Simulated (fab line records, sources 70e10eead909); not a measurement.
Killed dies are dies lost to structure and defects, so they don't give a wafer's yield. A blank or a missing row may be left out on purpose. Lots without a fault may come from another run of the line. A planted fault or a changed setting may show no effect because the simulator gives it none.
One fault seen from 2 desks | flow nand_harc | each desk has only its own numbers; what lay behind them comes last

THE TOOL OWNER'S DESK: pvd_sputter-03
The tool's own readings at NHARC_P_CONTACT_PRE_CLEAN_39 (time 19.5 s): means of the sampled wafers that have a number, for each lot that ran on this tool. A lot is out of limits, marked OUT, if its mean lies more than 4 standard deviations from the usual mean; the brackets give that distance.
Columns: A = bias_v at NHARC_P_CONTACT_PRE_CLEAN_39, usual 249.9 V
lot  | first seen here | A
L671 | day 5 21:43     | 249.9
L672 | day 6 03:50     | 251.0
L677 | day 7 19:19     | 250.6
L688 | day 10 03:06    | 248.6
L690 | day 10 17:47    | 250.9
This desk's finding: nothing out of limits on any of the 5 lots.

THE DEFECT DESK
What the inspections along the route counted, lot by lot: means of the sampled wafers that have a number. A lot is out of limits, marked OUT, if its mean lies more than 4 standard deviations from the usual mean; the brackets give that distance.
Columns: A = raw_defect_count at NHARC_P_CONTACT_INSPECT_27, usual 278
lot  | first seen here | A
L671 | day 6 02:12     | 269
L670 | day 6 04:26     | 306
L672 | day 6 07:47     | 210
L675 | day 6 20:57     | 287
L676 | day 7 08:06     | 371
L677 | day 7 21:38     | 400
L679 | day 7 21:52     | 316
L680 | day 8 19:43     | 391
L681 | day 8 21:53     | 175
L688 | day 10 04:35    | 229
L691 | day 10 18:42    | 272
L690 | day 10 19:16    | 251
L692 | day 11 15:22    | 171
L693 | day 11 15:25    | 286
This desk's finding: nothing out of limits on any of the 14 lots.

PUT TOGETHER
The tool owner's desk saw nothing out of limits.
The defect desk saw nothing out of limits.

WHAT THE SIMULATOR HAD PUT IN
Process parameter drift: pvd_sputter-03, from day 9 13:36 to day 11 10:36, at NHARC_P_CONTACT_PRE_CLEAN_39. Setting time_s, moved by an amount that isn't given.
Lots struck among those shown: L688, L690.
